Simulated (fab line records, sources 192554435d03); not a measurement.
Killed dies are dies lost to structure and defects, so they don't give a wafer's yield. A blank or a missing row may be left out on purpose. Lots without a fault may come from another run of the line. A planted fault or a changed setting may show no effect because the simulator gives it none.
Which tool did it? | flow n5_finfet | 11 lots, 27 wafers sampled, at 5 steps of a route of 1938

WHAT THE GAUGES READ, wafer by wafer
N5_MOL_CONTACT_COAG_CD_MEAS_99: target cd 17.2 nm. Usual: cd_nm 17.4 nm, standard deviation 0.42.
lot  | measured     | on        | cd_nm (nm)     | flag
L508 | day 4 23:23  | cd_sem-01 | 17.3 18.0 17.2 |
L511 | day 5 14:07  | cd_sem-03 | 17.7 17.4 17.7 |
L514 | day 6 10:44  | cd_sem-03 | 17.5           |
L515 | day 6 18:03  | cd_sem-02 | 17.1           |
L516 | day 6 20:56  | cd_sem-03 | 17.6           |
L519 | day 7 17:15  | cd_sem-03 | 17.9 16.5 17.6 |
L520 | day 8 04:54  | cd_sem-03 | 16.2 16.5 17.6 |
L525 | day 9 04:20  | cd_sem-03 | 17.0 17.9 18.1 |
L526 | day 9 08:38  | cd_sem-03 | 17.2 16.9 16.5 |
L527 | day 9 15:09  | cd_sem-02 | 17.7 18.1 17.1 |
L530 | day 10 11:23 | cd_sem-03 | 18.2 16.2 16.7 |

N5_BEOL_M4_RC_MEAS_101. Usual: DIBL_N 36.7 mV/V, standard deviation 1.8; DIBL_P 37.0 mV/V, standard deviation 2.4; IOFF_N 0.17 nA/um, standard deviation 0.036; IOFF_P 0.22 nA/um, standard deviation 0.042; ION_N 673 uA/um, standard deviation 12; ION_P 462 uA/um, standard deviation 8.5; RS_NWELL 1036 ohm/sq, standard deviation 7.1; SS_N 71.7 mV/dec, standard deviation 0.62; SS_P 73.4 mV/dec, standard deviation 0.65; VT_N 250 mV, standard deviation 3.7; VT_P -250 mV, standard deviation 3.7.
lot  | measured     | on        | DIBL_N (mV/V)  | DIBL_P (mV/V)  | IOFF_N (nA/um) | IOFF_P (nA/um) | ION_N (uA/um) | ION_P (uA/um) | RS_NWELL (ohm/sq) | SS_N (mV/dec)  | SS_P (mV/dec)  | VT_N (mV)   | VT_P (mV)      | flag
L508 | day 8 20:34  | prober-02 | 38.5 38.2 37.8 | 39.0 39.0 37.4 | 0.19 0.21 0.19 | 0.25 0.24 0.22 | 671 675 667   | 461 460 457   | 1038 1027 1032    | 71.5 71.9 72.0 | 73.3 74.6 73.4 | 250 245 250 | -250 -250 -249 |
L511 | day 9 22:57  | prober-02 | 34.1 36.1 33.6 | 34.9 36.7 34.7 | 0.11 0.13 0.11 | 0.15 0.18 0.15 | 642 654 647   | 447 443 446   | 1053 1049 1042    | 71.1 71.3 70.5 | 73.3 72.7 72.5 | 257 257 256 | -253 -252 -255 |
L514 | day 10 08:36 | prober-02 | 33.3           | 33.2           | 0.12           | 0.17           | 663           | 460           | 1965              | 71.1           | 72.6           | 254         | -251           | OFF
L515 | day 10 17:46 | prober-02 | 41.1           | 41.1           | 0.24           | 0.27           | 692           | 467           | 1926              | 72.5           | 73.7           | 244         | -251           | OFF
L516 | day 10 22:29 | prober-01 | 37.8           | 37.7           | 0.20           | 0.28           | 672           | 474           | 1926              | 71.9           | 73.1           | 245         | -243           | OFF
L519 | day 11 22:43 | prober-01 | 36.3 31.7 38.1 | 38.6 31.5 40.0 | 0.17 0.10 0.20 | 0.25 0.15 0.28 | 680 651 668   | 468 457 464   | 1037 1029 1036    | 71.7 69.3 72.6 | 74.3 72.0 74.5 | 246 256 248 | -247 -250 -248 |
L520 | day 12 07:16 | prober-01 | 34.9 35.1 34.5 | 37.2 36.2 36.0 | 0.14 0.13 0.13 | 0.22 0.19 0.19 | 669 664 674   | 465 460 463   | 1022 1027 1038    | 70.8 71.2 71.3 | 73.9 74.0 73.4 | 252 255 250 | -251 -253 -253 |
L525 | day 12 23:07 | prober-02 | 38.5 36.2 35.7 | 35.5 32.7 33.9 | 0.19 0.14 0.16 | 0.22 0.17 0.20 | 677 662 686   | 463 453 471   | 1031 1033 1037    | 73.4 71.1 71.4 | 73.6 72.6 72.8 | 249 253 250 | -246 -251 -249 |
L526 | day 13 12:44 | prober-02 | 39.0 38.3 39.3 | 38.1 37.9 38.2 | 0.20 0.18 0.21 | 0.21 0.22 0.22 | 679 678 677   | 459 469 456   | 1033 1035 1039    | 72.0 72.0 72.1 | 72.6 73.0 73.0 | 248 247 248 | -252 -251 -249 |
L527 | day 13 12:33 | prober-01 | 35.7 36.7 32.1 | 34.9 36.2 30.0 | 0.15 0.17 0.10 | 0.19 0.22 0.14 | 678 686 662   | 461 464 456   | 1036 1041 1024    | 71.4 71.0 70.7 | 73.1 73.8 72.4 | 251 250 256 | -249 -249 -255 |
L530 | day 15 19:44 | prober-01 | 36.6 36.8 35.9 | 36.4 35.9 35.0 | 0.15 0.16 0.14 | 0.19 0.20 0.18 | 669 682 670   | 454 464 455   | 1027 1031 1026    | 71.8 71.9 71.6 | 72.8 73.6 73.4 | 251 248 251 | -252 -253 -254 |

WHICH TOOL RAN EACH LOT (tool, then ch and the chambers of the sampled wafers, then the start)
lot  | N5_MOL_CONTACT_COAG_ALD_20          | N5_MOL_CONTACT_COAG_PRE_CLEAN_142 | N5_MOL_CONTACT_COAG_CMP_23
L508 | ald_metal-03 ch 0,1, day 5 00:08    | pvd_sputter-01, day 5 04:07       | cmp-02 ch 0,1,2, day 5 04:22
L511 | ald_metal-02 ch 0,1,2, day 5 14:49  | pvd_sputter-03, day 5 19:22       | cmp-03 ch 1,2, day 5 19:38
L514 | ald_metal-03 ch 1, day 6 12:02      | pvd_sputter-03, day 6 16:31       | cmp-03 ch 0, day 6 16:50
L515 | ald_metal-01 ch 1, day 6 19:00      | pvd_sputter-03, day 6 23:09       | cmp-03 ch 0, day 6 23:26
L516 | ald_metal-03 ch 1, day 6 23:08      | pvd_sputter-02, day 7 05:27       | cmp-03 ch 0, day 7 05:49
L519 | ald_metal-03 ch 1,3, day 7 18:25    | pvd_sputter-03, day 7 23:00       | cmp-02 ch 1,2, day 7 23:14
L520 | ald_metal-01 ch 1,2,3, day 8 05:31  | pvd_sputter-01, day 8 11:26       | cmp-04 ch 0,1, day 8 11:40
L525 | ald_metal-03 ch 0,1,3, day 9 07:31  | pvd_sputter-01, day 9 10:45       | cmp-02 ch 0,1,3, day 9 11:04
L526 | ald_metal-02 ch 1,3, day 9 09:15    | pvd_sputter-03, day 9 13:22       | cmp-02 ch 0,1,2, day 9 13:38
L527 | ald_metal-03 ch 0,3, day 9 15:49    | pvd_sputter-01, day 9 18:50       | cmp-04 ch 2,3, day 9 19:11
L530 | ald_metal-02 ch 1,2,3, day 10 11:58 | pvd_sputter-03, day 10 16:18      | cmp-04 ch 0,1,2, day 10 17:02
- N5_MOL_CONTACT_COAG_ALD_20: deposits TiN, target thk 1.5 nm, pulse time 1 s, purge time 3 s.
- N5_MOL_CONTACT_COAG_PRE_CLEAN_142: time 60 s.
- N5_MOL_CONTACT_COAG_CMP_23: polishes, stops on SiO2, t overpolish 1.5 s, target thk 0 nm.

WHAT THE TOOLS THEMSELVES READ (means of the sampled wafers that have a number; where no wafer has one, the mark that the record gives instead)
N5_MOL_CONTACT_COAG_ALD_20. Usual: heater_power_w 891 W, standard deviation 93; precursor_pulse_height_rel 1.001, standard deviation 0.02; susceptor_temp_C 400.00 C, standard deviation 0.23.
lot  | tool         | heater_power_w (W) | precursor_pulse_height_rel | susceptor_temp_C (C) | flag
L508 | ald_metal-03 | 811                | 1.002                      | 399.97               |
L511 | ald_metal-02 | 987                | 1.000                      | 399.88               |
L514 | ald_metal-03 | 800                | 1.005                      | 400.05               |
L515 | ald_metal-01 | 916                | 1.031                      | 400.05               |
L516 | ald_metal-03 | 833                | 1.044                      | 399.99               |
L519 | ald_metal-03 | 828                | 0.996                      | 399.91               |
L520 | ald_metal-01 | 919                | 0.982                      | 400.22               |
L525 | ald_metal-03 | 825                | 1.017                      | 400.20               |
L526 | ald_metal-02 | 1083               | 1.002                      | 399.93               |
L527 | ald_metal-03 | 810                | 0.975                      | 400.12               |
L530 | ald_metal-02 | 972                | 0.997                      | 400.05               |

N5_MOL_CONTACT_COAG_PRE_CLEAN_142. Usual: heater_power_w 481 W, standard deviation 48; susceptor_temp_C 299.99 C, standard deviation 0.21.
lot  | tool           | heater_power_w (W) | susceptor_temp_C (C) | flag
L508 | pvd_sputter-01 | 491                | 299.92               |
L511 | pvd_sputter-03 | 474                | 300.20               |
L514 | pvd_sputter-03 | 442                | 299.72               |
L515 | pvd_sputter-03 | 445                | 300.00               |
L516 | pvd_sputter-02 | 367                | 300.10               |
L519 | pvd_sputter-03 | 501                | 299.87               |
L520 | pvd_sputter-01 | 521                | 299.97               |
L525 | pvd_sputter-01 | 504                | 299.75               |
L526 | pvd_sputter-03 | 499                | 300.17               |
L527 | pvd_sputter-01 | 501                | 300.15               |
L530 | pvd_sputter-03 | 479                | 299.99               |

N5_MOL_CONTACT_COAG_CMP_23. Usual: head_pressure_psi 2.000 psi, standard deviation 0.004; motor_current_A 8.0 A, standard deviation 0.54; overpolish_run_s 1.501 s, standard deviation 0.0087; time_to_endpoint_s 10.0 s, standard deviation 2.
lot  | tool   | head_pressure_psi (psi) | motor_current_A (A) | overpolish_run_s (s) | time_to_endpoint_s (s) | flag
L508 | cmp-02 | 2.002                   | 8.0                 | 1.503                | 9.8                    |
L511 | cmp-03 | 1.997                   | 7.4                 | 1.501                | 8.5                    |
L514 | cmp-03 | 1.833                   | 7.8                 | 1.503                | 13.8                   | OFF
L515 | cmp-03 | 1.833                   | 8.3                 | 1.499                | 10.6                   | OFF
L516 | cmp-03 | 1.831                   | 8.1                 | 1.506                | 12.1                   | OFF
L519 | cmp-02 | 2.001                   | 7.9                 | 1.493                | 7.7                    |
L520 | cmp-04 | 2.000                   | 9.1                 | 1.497                | 8.9                    |
L525 | cmp-02 | 2.000                   | 7.9                 | 1.500                | 8.1                    |
L526 | cmp-02 | 2.001                   | 8.2                 | 1.506                | 9.7                    |
L527 | cmp-04 | 1.999                   | 7.8                 | 1.504                | 7.8                    |
L530 | cmp-04 | 2.004                   | 8.3                 | 1.491                | 9.3                    |

THE ANSWER, worked out from the rows above alone
Rule: a lot is off if the mean of its wafers that have a number lies more than 3 standard deviations from the usual mean. A lot without any number at a reading at which 4 lots or more have one is off too. The other lots that the step has rows for count as sound. The gauges are gone through in route order, then the tools' own readings, and for those a lot's mean is taken as printed above. The first step at which some lot is off is used, and at that step the reading that is off furthest; a lot without a number counts as furthest.
Off: L514, L515, L516, at N5_BEOL_M4_RC_MEAS_101 (RS_NWELL).
A tool fits if, at a process step before that reading, it ran every lot that is off, and no sound lot after the first of them. The gauges at N5_BEOL_M4_RC_MEAS_101 aren't tried: what is off there is off at N5_MOL_CONTACT_COAG_CMP_23 too, on other tools, and a gauge's error can't cause that. One fits: cmp-03 at N5_MOL_CONTACT_COAG_CMP_23. Its last sound lot is L511 (day 5 19:38), its first lot that is off L514 (day 6 16:50): a fault that began between those two fits.
The tool's own readings at N5_MOL_CONTACT_COAG_CMP_23 bear it out: on the lots that are off they differ by more than 5 times the standard deviation of the sound lots' means. head_pressure_psi reads 1.832 psi there against 2.001 psi on the sound lots.

WHAT THE SIMULATOR HAD PUT IN
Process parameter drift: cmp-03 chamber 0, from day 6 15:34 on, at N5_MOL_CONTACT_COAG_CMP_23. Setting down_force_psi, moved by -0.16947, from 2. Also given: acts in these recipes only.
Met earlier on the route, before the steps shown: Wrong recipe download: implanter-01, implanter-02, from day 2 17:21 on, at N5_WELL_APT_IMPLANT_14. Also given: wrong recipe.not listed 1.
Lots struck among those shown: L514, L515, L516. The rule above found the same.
